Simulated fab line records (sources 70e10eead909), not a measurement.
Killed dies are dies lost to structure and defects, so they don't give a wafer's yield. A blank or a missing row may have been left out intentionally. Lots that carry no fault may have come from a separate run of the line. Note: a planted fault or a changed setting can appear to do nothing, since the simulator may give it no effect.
fab line records -- flow nand-harc
record lots=13, wafers=39, last-day=25
route steps=1159 shown P_ZERO_WELL@14 P_STI@87 P_GATE@141 END@1159
lots untouched by any fault: they come from a run of this same line in which no faults occurred
start-h: start of the lot's first displayed wafer, in hours after the record's first day -- wait-h: time in hours since the lot's previous step -- " the same as in the row above -- L1.1+2: a single row standing in for several wafers -- - either no value or no given start -- * or withheld: withheld -- < > ~ a bound
route shown NAME@n: names a module that has steps shown in the file, with the first one's number in the route -- usual: mean/standard deviation of fault-free wafers -- same: alike in all rows -- chamber/n: place in a boat -- sites: each site's reading -- _std_site: the values' standard deviation -- _edge_site: the outer-site mean with the inner-site mean subtracted -- radius-mm: how far each site lies from the wafer's centre -- mask NAME#n: copy n -- behind: tool/chamber where the wafer was last shaped -- hold: cause of the lot's hold/its duration in hours/its outcome -- device: whichever transistor did not switch (one of n, p or np) -- end of line: the same wafers' tests at the end of the route -- step lacking rows: just its recipe -- killed: the dies lost at the first sort to structure and to defects; this is not the yield of the wafer -- map: a wafer's dies, marking killed ones x, the rest . and places with no die _
set.NAME: the setting as run; set.NAME@STEP: as run at that earlier step -- model.NAME: the simulator's own value behind a step, which no gauge read
route steps across a sampled set of lots; one table per step, one row per wafer
services: when a tool's chamber went out of use (start-h, in hours from the record's first day, below 0 if earlier), for how many hours, and the reason
## steps
# step NHARC_P_ZERO_WELL_CD_MEAS_11
# recipe target-cd-nm=500, landing-energy-ev=500
# usual cd-nm=500.6/1.6
lot.wafer,tool,chamber,start-h,wait-h,cd-nm
L427.2,cd-sem-01,0,25.36,-,500.0
L427.4,cd-sem-01,0,25.36,-,498.2
L427.6,cd-sem-01,0,25.36,-,501.5
L428.2,cd-sem-01,0,31.32,-,502.0
L428.4,cd-sem-01,0,31.32,-,500.0
L428.5,cd-sem-01,0,31.32,-,498.5
L429.2,cd-sem-03,0,37.24,-,500.3
L429.4,cd-sem-03,0,37.24,-,501.4
L429.5,cd-sem-03,0,37.24,-,499.6
L430.1,cd-sem-03,0,43.23,-,504.0
L430.2,cd-sem-03,0,43.23,-,500.3
L430.6,cd-sem-03,0,43.23,-,501.6
L431.1,cd-sem-03,0,49.14,-,498.0
L431.5,cd-sem-03,0,49.14,-,502.5
L431.6,cd-sem-03,0,49.14,-,501.7
L432.1,cd-sem-01,0,55.24,-,500.1
L432.3,cd-sem-01,0,55.24,-,498.6
L432.5,cd-sem-01,0,55.24,-,501.0
L433.2,cd-sem-03,0,61.24,-,504.4
L433.4,cd-sem-03,0,61.24,-,501.1
L433.5,cd-sem-03,0,61.24,-,502.1
L435.1,cd-sem-01,0,73.24,-,501.6
L435.2,cd-sem-01,0,73.24,-,498.4
L435.5,cd-sem-01,0,73.24,-,499.8
L439.1,cd-sem-01,0,97.24,-,500.4
L439.3,cd-sem-01,0,97.24,-,501.3
L439.4,cd-sem-01,0,97.24,-,500.1
L444.1,cd-sem-01,0,127.18,-,501.9
L444.3,cd-sem-01,0,127.18,-,500.1
L444.4,cd-sem-01,0,127.18,-,502.5
L445.1,cd-sem-02,0,133.30,-,502.4
L445.2,cd-sem-02,0,133.30,-,501.9
L445.5,cd-sem-02,0,133.30,-,500.9
L447.1,cd-sem-02,0,145.15,-,502.0
L447.2,cd-sem-02,0,145.15,-,501.8
L447.3,cd-sem-02,0,145.15,-,500.7
L448.2,cd-sem-03,0,151.34,-,499.6
L448.4,cd-sem-03,0,151.34,-,498.6
L448.6,cd-sem-03,0,151.34,-,503.6
# step NHARC_P_ZERO_WELL_ETCH_62
# recipe target-depth-a=130, time-s=6.5, chf3-flow-sccm=50, ar-flow-sccm=200, rf-w=500, bias-w=200, chemistry=CHF3/Ar
# usual chamber-pressure-mTorr=25.002/0.021, drypump-motor-current-A=5.7/0.43, oes-product-au=0.962/0.019, rf-vpp-V=371.3/1.9, showerhead-plenum-p-Torr=2.37/0.085, throttle-valve-pct=20.217/0.0087
lot.wafer,tool,chamber,start-h,wait-h,chamber-pressure-mTorr,drypump-motor-current-A,oes-product-au,rf-hours-counter-h,rf-vpp-V,showerhead-plenum-p-Torr,throttle-valve-pct
L427.2,rie-diel-05,3,25.70,-,24.983,6.1,0.963,1,370.3,2.35,20.233
L427.4,rie-diel-05,1,25.70,-,24.986,5.5,0.972,1,373.1,2.45,20.219
L427.6,rie-diel-05,3,25.70,-,25.005,6.1,0.955,-,370.8,2.35,20.211
L428.4,rie-diel-07,3,31.66,-,25.016,6.5,0.926,9,372.2,2.37,20.236
L428.2,rie-diel-07,0,31.66,-,25.051,6.2,0.930,10,370.9,2.45,20.221
L428.5,rie-diel-07,2,31.66,-,25.002,6.4,0.940,-,368.2,2.20,20.220
L429.2,rie-diel-05,2,37.58,-,25.007,5.3,0.984,2,373.8,2.47,20.216
L429.4,rie-diel-05,3,37.58,-,24.955,6.1,0.970,2,370.2,2.35,20.223
L429.5,rie-diel-05,0,37.58,-,24.975,5.5,0.959,-,372.1,2.39,20.225
L430.1,rie-diel-10,2,43.61,-,24.998,5.7,0.958,4,368.7,2.28,20.231
L430.2,rie-diel-10,0,43.61,-,25.005,5.3,0.961,4,368.7,2.24,20.215
L430.6,rie-diel-10,1,43.61,-,24.971,5.5,0.954,-,369.3,2.32,20.205
L431.1,rie-diel-05,2,49.47,-,25.026,5.2,0.953,3,373.7,2.47,20.220
L431.6,rie-diel-05,2,49.47,-,24.990,5.2,0.945,-,372.6,2.47,20.213
L431.5,rie-diel-05,3,49.47,-,24.992,6.1,0.951,-,370.5,2.35,20.219
L432.1,rie-diel-05,1,55.58,-,24.996,5.4,0.977,2,372.4,2.45,20.212
L432.3,rie-diel-05,2,55.58,-,24.994,5.2,0.976,3,373.8,2.47,20.204
L432.5,rie-diel-05,0,55.58,-,24.996,5.5,0.967,-,371.8,2.39,20.218
L433.4,rie-diel-05,3,61.58,-,25.009,6.1,0.960,4,370.8,2.35,20.215
L433.2,rie-diel-05,0,61.58,-,25.010,5.5,0.963,3,371.7,2.39,20.224
L433.5,rie-diel-05,3,61.58,-,25.011,6.1,0.961,-,371.9,2.35,20.210
L435.2,rie-diel-07,2,73.57,-,24.939,6.4,0.966,1,368.8,2.20,20.213
L435.1,rie-diel-07,0,73.57,-,25.004,6.2,0.971,1,372.9,2.45,20.216
L435.5,rie-diel-07,2,73.57,-,25.039,6.4,0.967,-,367.9,2.20,20.216
L439.1,rie-diel-10,3,97.58,-,24.991,5.1,0.983,9,373.5,2.42,20.221
L439.4,rie-diel-10,0,97.58,-,24.996,5.3,0.967,8,369.1,2.23,20.210
L439.3,rie-diel-10,1,97.58,-,25.047,5.6,0.955,7,368.3,2.32,20.209
L444.3,rie-diel-05,3,127.55,-,24.962,6.1,1.158,9,370.6,2.35,20.217
L444.1,rie-diel-05,1,127.55,-,25.008,5.5,1.151,10,373.3,2.45,20.196
L444.4,rie-diel-05,1,127.55,-,25.017,5.4,1.155,-,373.2,2.45,20.203
L445.2,rie-diel-05,1,133.66,-,24.960,5.5,1.153,10,373.2,2.45,20.221
L445.1,rie-diel-05,3,133.66,-,25.016,6.2,1.177,9,369.4,2.35,20.202
L445.5,rie-diel-05,0,133.66,-,25.010,5.5,1.175,-,371.6,2.39,20.229
L447.2,rie-diel-07,2,145.49,-,25.038,6.4,0.979,6,367.8,2.20,20.217
L447.1,rie-diel-07,3,145.49,-,24.994,6.5,0.966,7,370.5,2.36,20.231
L447.3,rie-diel-07,0,145.49,-,25.033,6.2,0.957,6,373.2,2.44,20.216
L448.2,rie-diel-10,3,151.67,-,25.006,5.1,0.980,13,371.9,2.42,20.211
L448.4,rie-diel-10,0,151.67,-,25.013,5.3,0.980,11,368.1,2.23,20.220
L448.6,rie-diel-10,0,151.67,-,25.002,5.3,0.976,-,369.5,2.23,20.221
# step NHARC_P_STI_DESCUM_14
# recipe time-s=3, o2-flow-sccm=200, ar-flow-sccm=0, bias-power-w=0, chemistry=O2
# usual chamber-pressure-mTorr=60.01/0.13, drypump-motor-current-A=5.7/0.62, oes-product-au=1.002/0.01, rf-vpp-V=57.8/0.91, showerhead-plenum-p-Torr=1.91/0.087, throttle-valve-pct=11.312/0.0091
lot.wafer,tool,chamber,start-h,wait-h,chamber-pressure-mTorr,drypump-motor-current-A,oes-product-au,rf-hours-counter-h,rf-vpp-V,showerhead-plenum-p-Torr,throttle-valve-pct
L427.2,rie-diel-12,2,53.84,-,60.05,5.2,1.003,1.2,56.3,1.87,11.306
L427.4,rie-diel-12,0,53.84,-,60.03,6.3,0.996,0.9,57.8,1.85,11.304
L427.6,rie-diel-12,1,53.84,-,59.89,4.9,1.006,-,58.2,1.94,11.325
L428.2,rie-diel-02,1,54.00,-,59.92,5.7,1.000,2.8,57.4,2.05,11.294
L428.4,rie-diel-02,0,54.00,-,59.94,6.8,0.992,2.7,57.8,1.85,11.302
L428.5,rie-diel-02,2,54.00,-,60.00,6.1,0.978,-,57.3,1.89,11.308
L429.4,rie-diel-12,3,60.27,-,59.93,5.4,1.000,1.0,56.9,1.81,11.292
L429.2,rie-diel-12,0,60.27,-,59.98,6.3,0.984,1.0,56.7,1.85,11.300
L429.5,rie-diel-12,1,60.27,-,59.96,5.0,1.010,-,58.5,1.94,11.323
L430.2,rie-diel-12,1,76.29,-,59.91,5.0,1.002,1.5,59.0,1.94,11.310
L430.1,rie-diel-12,3,76.29,-,60.09,5.4,1.001,1.3,57.4,1.81,11.325
L430.6,rie-diel-12,2,76.29,-,60.04,5.2,0.998,-,59.1,1.87,11.312
L432.3,rie-diel-01,1,76.32,-,60.02,5.7,1.010,2.3,57.3,2.02,11.312
L432.1,rie-diel-01,0,76.32,-,60.02,4.9,1.000,2.2,57.3,2.05,11.319
L432.5,rie-diel-01,1,76.32,-,60.00,5.7,1.006,-,58.7,2.02,11.324
L431.1,rie-diel-02,0,76.37,-,60.08,6.8,0.990,3.3,56.9,1.85,11.301
L431.6,rie-diel-02,3,76.37,-,60.02,6.4,1.016,-,56.3,1.80,11.318
L431.5,rie-diel-02,0,76.37,-,60.00,6.8,0.986,-,58.0,1.85,11.316
L433.4,rie-diel-02,3,84.28,-,60.00,6.4,1.010,3.5,58.6,1.79,11.305
L433.2,rie-diel-02,2,84.28,-,60.05,6.1,0.992,3.4,57.5,1.89,11.314
L433.5,rie-diel-02,0,84.28,-,60.04,6.8,0.998,-,57.4,1.85,11.308
L435.1,rie-diel-01,0,92.39,-,59.98,4.9,0.993,2.5,59.1,2.05,11.299
L435.2,rie-diel-01,2,92.39,-,60.10,5.4,1.017,2.8,57.4,1.92,11.305
L435.5,rie-diel-01,1,92.39,-,59.99,5.7,1.011,-,57.7,2.02,11.306
L439.1,rie-diel-02,2,118.99,-,60.03,6.1,0.981,4.6,58.2,1.89,11.314
L439.3,rie-diel-02,3,118.99,-,59.98,6.4,1.008,4.8,56.6,1.79,11.321
L439.4,rie-diel-02,1,118.99,-,59.92,5.7,1.010,4.9,57.2,2.05,11.317
L444.3,rie-diel-02,0,145.81,-,59.92,6.8,1.005,6.0,57.5,1.85,11.308
L444.1,rie-diel-02,1,145.81,-,60.03,5.7,1.006,6.2,56.8,2.05,11.308
L444.4,rie-diel-02,1,145.81,-,60.00,5.7,1.000,-,58.2,2.05,11.321
L445.2,rie-diel-01,0,156.51,-,59.92,4.9,1.016,0.1,58.3,2.05,11.303
L445.1,rie-diel-01,2,156.51,-,60.04,5.4,0.999,0.2,56.9,1.92,11.328
L445.5,rie-diel-01,0,156.51,-,59.96,4.9,1.002,-,59.2,2.05,11.312
L447.3,rie-diel-12,2,169.13,-,60.03,5.2,0.993,7.0,56.1,1.87,11.310
L447.1,rie-diel-12,3,169.13,-,60.04,5.4,1.010,6.9,55.4,1.81,11.309
L447.2,rie-diel-12,1,169.13,-,59.99,4.9,1.000,7.0,58.2,1.94,11.307
L448.2,rie-diel-01,1,176.27,-,60.02,5.7,0.999,0.7,57.0,2.02,11.318
L448.4,rie-diel-01,2,176.27,-,59.98,5.4,1.002,0.7,57.3,1.92,11.307
L448.6,rie-diel-01,3,176.27,-,60.06,5.2,1.028,-,58.9,1.94,11.307
# step NHARC_P_GATE_CD_MEAS_26
# recipe target-cd-nm=120, landing-energy-ev=500
# usual cd-nm=120.1/0.71
lot.wafer,tool,chamber,start-h,wait-h,cd-nm
L428.2,cd-sem-02,0,107.38,-,119.1
L428.4,cd-sem-02,0,107.38,-,120.2
L428.5,cd-sem-02,0,107.38,-,119.2
L427.2,cd-sem-01,0,107.54,-,120.9
L427.4,cd-sem-01,0,107.54,-,119.6
L427.6,cd-sem-01,0,107.54,-,119.9
L429.2,cd-sem-03,0,118.64,-,119.7
L429.4,cd-sem-03,0,118.64,-,120.1
L429.5,cd-sem-03,0,118.64,-,120.0
L432.1,cd-sem-01,0,130.29,-,119.4
L432.3,cd-sem-01,0,130.29,-,120.8
L432.5,cd-sem-01,0,130.29,-,120.1
L431.1,cd-sem-02,0,130.51,-,122.0
L431.5,cd-sem-02,0,130.51,-,120.3
L431.6,cd-sem-02,0,130.51,-,121.9
L430.1,cd-sem-03,0,130.66,-,120.3
L430.2,cd-sem-03,0,130.66,-,119.4
L430.6,cd-sem-03,0,130.66,-,118.8
L433.2,cd-sem-02,0,138.49,-,120.4
L433.4,cd-sem-02,0,138.49,-,119.7
L433.5,cd-sem-02,0,138.49,-,120.0
L435.1,cd-sem-03,0,143.30,-,120.4
L435.2,cd-sem-03,0,143.30,-,119.7
L435.5,cd-sem-03,0,143.30,-,120.1
L439.1,cd-sem-01,0,165.69,-,120.4
L439.3,cd-sem-01,0,165.69,-,120.2
L439.4,cd-sem-01,0,165.69,-,119.7
L444.1,cd-sem-01,0,199.55,-,120.6
L444.3,cd-sem-01,0,199.55,-,120.9
L444.4,cd-sem-01,0,199.55,-,119.8
L445.1,cd-sem-02,0,211.19,-,121.0
L445.2,cd-sem-02,0,211.19,-,119.3
L445.5,cd-sem-02,0,211.19,-,120.2
L447.1,cd-sem-02,0,224.90,-,120.2
L447.2,cd-sem-02,0,224.90,-,120.2
L447.3,cd-sem-02,0,224.90,-,120.7
L448.2,cd-sem-01,0,229.28,-,121.0
L448.4,cd-sem-01,0,229.28,-,120.3
L448.6,cd-sem-01,0,229.28,-,119.1
# step NHARC_END_SORT_01
# recipe temp-c=25
# usual killed-at-array=26/10, killed-at-other=0.8/1.1, killed-at-periphery=3.3/2.6, killed-dies=30/11, killed-open=3.4/1.8, killed-short=2.0/1.3
# same gross-dies=677
lot.wafer,tool,chamber,start-h,wait-h,killed-at-array,killed-at-other,killed-at-periphery,killed-dies,killed-open,killed-short
L433.2,prober-02,0,490.33,2.8,21,0,5,26,7,1
L433.4,prober-02,0,491.94,3.4,19,0,4,23,3,2
L433.5,prober-02,0,492.75,3.7,22,0,3,25,4,2
L445.1,prober-02,0,548.37,2.5,18,0,8,26,3,1
L445.2,prober-02,0,549.16,2.8,23,0,3,26,3,1
L445.5,prober-02,0,551.53,3.6,24,0,1,25,3,3
# killed by level:class
L433.2 A_STAIRCASE:chamber-film-flake=8 A_CHANNEL_HOLE_D1:chamber-film-flake=5 A_CONTACT:chamber-film-flake=3 P_CONTACT:geometric-particle:open=2 P_GATE:geometric-particle:open=1 P_M0:geometric-particle:open=1 A_CHANNEL_HOLE_D1:geometric-particle:short=1 A_CONTACT:geometric-particle:open=1
L433.4 A_STAIRCASE:chamber-film-flake=5 P_ZERO_WELL:chamber-film-flake=3 A_CHANNEL_HOLE_D1:chamber-film-flake=3 A_CONTACT:geometric-particle:open=2 A_SLIT:chamber-film-flake=2 A_CONTACT:chamber-film-flake=2 P_CONTACT:geometric-particle:short=1 A_WL_FILL:geometric-particle:open=1
L433.5 A_STAIRCASE:chamber-film-flake=6 A_CHANNEL_HOLE_D1:chamber-film-flake=3 A_CONTACT:chamber-film-flake=3 A_WL_FILL:geometric-particle:open=2 P_ZERO_WELL:chamber-film-flake=2 A_ZERO_WELL:chamber-film-flake=2 P_CONTACT:geometric-particle:open=1 A_SGD_CUT:geometric-particle:short=1
L445.1 A_CONTACT:chamber-film-flake=5 A_CHANNEL_HOLE_D1:chamber-film-flake=4 P_STI:chamber-film-flake=3 A_BONDPAD:chamber-film-flake=3 P_GATE:chamber-film-flake=2 P_M0:chamber-film-flake=2 P_CONTACT:geometric-particle:open=1 A_ONON_D1:geometric-particle:open=1
L445.2 A_CHANNEL_HOLE_D1:chamber-film-flake=10 A_CONTACT:chamber-film-flake=3 P_GATE:chamber-film-flake=2 A_ZERO_WELL:chamber-film-flake=2 A_SOURCE_PLATE:geometric-particle:open=1 A_ONON_D1:geometric-particle:open=1 A_ONON_D1:geometric-particle:short=1 A_CONTACT:geometric-particle:open=1
L445.5 A_CHANNEL_HOLE_D1:chamber-film-flake=9 A_CONTACT:chamber-film-flake=6 A_WL_FILL:geometric-particle:short=2 A_ONON_D1:geometric-particle:open=1 A_CHANNEL_FILL_D1:geometric-particle:open=1 A_CONTACT:geometric-particle:short=1 A_BLC:geometric-particle:open=1 P_GATE:chamber-film-flake=1
## services
tool,chamber,start-h,hours,kind
rie-diel-07,2,10.67,6.8,repair
rie-diel-10,0,10.73,13.3,repair
rie-diel-05,0,20.15,-,clean
rie-diel-05,1,20.15,-,clean
rie-diel-05,2,20.15,-,clean
rie-diel-10,1,21.48,11.2,repair
rie-diel-02,2,22.44,5.6,repair
rie-diel-12,-,25.40,9.0,pm
rie-diel-10,3,40.99,5.1,repair
rie-diel-07,-,51.21,9.0,pm
rie-diel-01,0,66.29,6.0,repair
rie-diel-07,-,69.01,0.1,repair
rie-diel-07,0,75.42,2.0,repair
rie-diel-10,0,114.17,6.7,repair
rie-diel-05,0,123.67,6.2,repair
rie-diel-07,-,129.04,0.4,repair
rie-diel-12,3,131.47,5.4,repair
rie-diel-01,-,137.80,9.0,pm
rie-diel-05,3,139.54,5.4,repair
rie-diel-02,2,141.02,13.8,repair
rie-diel-02,-,149.82,0.2,repair
rie-diel-02,-,150.83,9.0,pm
rie-diel-12,1,153.33,3.8,repair
rie-diel-05,-,163.65,9.0,pm
## key
first-sign step=NHARC_P_ZERO_WELL_ETCH_62, reading=oes-product-au, direction=up, sigmas=10, usual=0.962, struck=1.162
effect none on later readings
met-at NHARC_P_ZERO_WELL_ETCH_62
struck-lots L444,L445
rows-end L444.1,L444.3,L444.4
tester-left-out L445
not-acting-at NHARC_P_ZERO_WELL_CD_MEAS_11,NHARC_P_STI_DESCUM_14,NHARC_P_GATE_CD_MEAS_26
onset-between 61.58 127.55
fault kind=process-parameter-drift, tool=rie-diel-05, chamber=-, onset-h=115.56, steps=NHARC_P_ZERO_WELL_ETCH_62, channel=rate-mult, offset=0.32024, shape=step, end-h=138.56
# tester-left-out: of these lots the tester's yield and bins aren't shown, on N5 and GAA mostly nor the transistor test; their killed dies are dies lost to structure and defects alone, not to doping, threshold or leakage, so they don't give the yield
# rows-end: these wafers met a further fault down the route, and their rows from its step on are left out
